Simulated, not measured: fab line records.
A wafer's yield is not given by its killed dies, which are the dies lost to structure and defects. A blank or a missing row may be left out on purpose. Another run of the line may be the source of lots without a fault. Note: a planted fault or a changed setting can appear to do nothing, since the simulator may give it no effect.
Comparing a struck lot with a sound one ; flow nandHarc ; 42 steps out of a route of 1302
Sound: wafers L645.3, L645.5, L645.6. Wafers L641.2, L641.3, L641.5 were the ones struck. The cause is given at the end.
At each step with rows: each side's tool, then ch and its chambers, then its first start. Under that, the readings that differ: sound wafers ; struck wafers ; difference of the means ; sigmas: that difference in standard deviations of wafers without a fault.
alike: words and numbers the same on both sides, and readings whose means are apart by under 2 such deviations; not compared: readings that were withheld, readings missing a value for some wafer, numbers with overlapping values and no deviation given by the record, and bounds like >300 which may hide the same value.
Wherever a step has rows on one side only, a row that says differs or no value, or a row with sigmas, the two part there. When numbers do not overlap yet have no deviation, they are printed without sigmas and do not part them. A reading missing from all wafers of one side parts the sides only when that side holds two or more wafers.

first, 11 steps without rows for these wafers: NHARC_A_CHANNEL_HOLE_D1_ETCH_38 (etches the open film in CF4, target depth 39 nm, time 65 s); NHARC_A_CHANNEL_HOLE_D1_ETCH_39 (etches the open film in N2/H2, target depth 260 nm, time 325 s); NHARC_A_CHANNEL_HOLE_D1_ETCH_34 (etches the open film in CF4/CHF3, target depth 154 nm, time 77 s); NHARC_A_CHANNEL_HOLE_D1_ETCH_16 (etches the open film in O2/COS, target depth 3100 nm, time 806 s); NHARC_A_CHANNEL_HOLE_D1_ETCH_19 (etches the open film in C4F8/O2/Ar, time 34.5 s); NHARC_A_CHANNEL_HOLE_D1_ETCH_20 (etches the open film in C4F8/O2/Ar, time 361.9 s, target depth 1600 nm); NHARC_A_CHANNEL_HOLE_D1_ETCH_21 (etches the open film in C4F8/O2/Ar, time 514.3 s, target depth 1600 nm); NHARC_A_CHANNEL_HOLE_D1_ETCH_22 (etches the open film in C4F8/O2/Ar, time 666.7 s, target depth 1600 nm); NHARC_A_CHANNEL_HOLE_D1_ETCH_23 (etches the open film in C4F8/O2/Ar, time 819 s, target depth 1600 nm); NHARC_A_CHANNEL_HOLE_D1_ETCH_24 (etches the open film in C4F8/O2/Ar, time 906.2 s, target depth 1500 nm); NHARC_A_CHANNEL_HOLE_D1_ETCH_25 (etches the open film in C4F8/O2/Ar, time 1040.2 s, target depth 1500 nm).
NHARC_A_CHANNEL_HOLE_D1_ETCH_26: etches the open film in C4F8/O2/Ar, time 224.1 s, target depth 300 nm.
  sound on harEtch-01 ch 0,1, day 18 06:59; struck on harEtch-02 ch 0,1, day 16 09:14
  alike: drypumpMotorCurrentA, showerheadPlenumPTorr, throttleValvePct
  not compared: rfHoursCounterH
then, 9 steps without rows for these wafers: NHARC_A_CHANNEL_HOLE_D1_ETCH_33 (etches the open film in C4F8/O2/Ar, time 90 s, target depth 400 nm); NHARC_A_CHANNEL_HOLE_D1_STRIP_41 (strips in N2/H2); NHARC_A_CHANNEL_HOLE_D1_STRIP_42 (strips in CF4/CHF3); NHARC_A_CHANNEL_HOLE_D1_STRIP_43 (strips in O2/COS); NHARC_A_CHANNEL_HOLE_D1_ETCH_44 (etches the open film in CF4/O2, target depth 140 nm, overetch 14 nm, time 77 s); NHARC_A_CHANNEL_HOLE_D1_STRIP_27 (strips in O2); NHARC_A_CHANNEL_HOLE_D1_PRECLEAN_28 (cleans in SC1); NHARC_A_CHANNEL_HOLE_D1_SRD_29; NHARC_A_CHANNEL_HOLE_D1_XSEM_31.
NHARC_A_CHANNEL_HOLE_D1_INSPECT_40:
  sound on defectInspect-01, day 18 08:50; struck on defectInspect-01, day 16 11:08
reading;sound;struck;difference;sigmas
rawDefectCount;74 80 91;835 818 814;+741;+28
then, 17 steps without rows for these wafers: NHARC_A_CHANNEL_FILL_D1_PRECLEAN_00 (cleans in SC1); NHARC_A_CHANNEL_FILL_D1_SRD_01; NHARC_A_CHANNEL_FILL_D1_ALD_02 (deposits SiO2, target thk 6 nm, pulse time 10 s, ald cycles 60); NHARC_A_CHANNEL_FILL_D1_ALD_03 (deposits SiNx, target thk 6 nm, pulse time 60 s, ald cycles 58); NHARC_A_CHANNEL_FILL_D1_ALD_14 (deposits SiO2, target thk 2.5 nm, pulse time 10 s, ald cycles 25); NHARC_A_CHANNEL_FILL_D1_ALD_15 (deposits SiNx, target thk 2 nm, pulse time 60 s, ald cycles 19); NHARC_A_CHANNEL_FILL_D1_ALD_16 (deposits SiO2, target thk 1.5 nm, pulse time 10 s, ald cycles 15); NHARC_A_CHANNEL_FILL_D1_ANNEAL_17 (time 1800 s); NHARC_A_CHANNEL_FILL_D1_CVD_18 (deposits poly-Si, target thk 3 nm); NHARC_A_CHANNEL_FILL_D1_ETCHBACK_19 (etches the open film in HBr/Cl2, target depth 5 nm, time 1.7 s); NHARC_A_CHANNEL_FILL_D1_ETCHBACK_20 (etches the open film in C4F8/O2/Ar, target depth 27 nm, time 13.5 s); NHARC_A_CHANNEL_FILL_D1_STRIP_28 (strips in O2, time 20 s); NHARC_A_CHANNEL_FILL_D1_PRECLEAN_21 (cleans in dHF, time 30 s); NHARC_A_CHANNEL_FILL_D1_SRD_23; NHARC_A_CHANNEL_FILL_D1_CVD_05 (deposits poly-Si, target thk 5 nm); NHARC_A_CHANNEL_FILL_D1_ANNEAL_22 (time 7200 s); NHARC_A_CHANNEL_FILL_D1_ALD_25 (deposits SiOx, target thk 60 nm, pulse time 10 s, ald cycles 600).
-- the record jumps here: 4 days lie between the struck wafers' starts before and after (it left off in module A_CHANNEL_FILL_D1 and takes up again in module A_CHANNEL_HOLE_D2, whose first step shown is number 585 of the route) --
NHARC_A_CHANNEL_HOLE_D2_DESCUM_15: chemistry O2, time 3 s.
  sound on rieDiel-07 ch 0,1, day 22 19:08; struck on rieDiel-03 ch 1,2, day 20 16:04
reading;sound;struck;difference;sigmas
model.A_CHANNEL_HOLE_D2.cdNm (nm);99.91 100.6 99.81;101.5 102.5 102.1;+1.9;
  alike: drypumpMotorCurrentA, oesProductAu, rfVppV, showerheadPlenumPTorr, throttleValvePct
  not compared: rfHoursCounterH
NHARC_A_CHANNEL_HOLE_D2_ETCH_38: etches the open film in CF4, target depth 39 nm, time 65 s.
  sound on rieDiel-07 ch 0,1, day 22 19:14; struck on rieDiel-03 ch 0,1, day 20 16:10
reading;sound;struck;difference;sigmas
model.A_CHANNEL_HOLE_D2.cdNm (nm);99.52 100.4 99.51;101 102 101.6;+2;
  alike: drypumpMotorCurrentA, oesProductAu, rfVppV, showerheadPlenumPTorr, throttleValvePct
  not compared: rfHoursCounterH
-- break in the record here, with 12 days between the starts of the struck wafers on either side (left off in module A_CHANNEL_HOLE_D2, picked up again in module END, where the first step shown is number 1302 on the route) --
NHARC_END_SORT_01:
  at this point the record logs the struck wafers (prober-01 ch 0, day 32 07:53) and has no rows for the sound ones

## WHERE THEY PART
Last at NHARC_END_SORT_01 as far as this record goes, first at NHARC_A_CHANNEL_HOLE_D1_INSPECT_40.

WHY: the cause the simulator had injected
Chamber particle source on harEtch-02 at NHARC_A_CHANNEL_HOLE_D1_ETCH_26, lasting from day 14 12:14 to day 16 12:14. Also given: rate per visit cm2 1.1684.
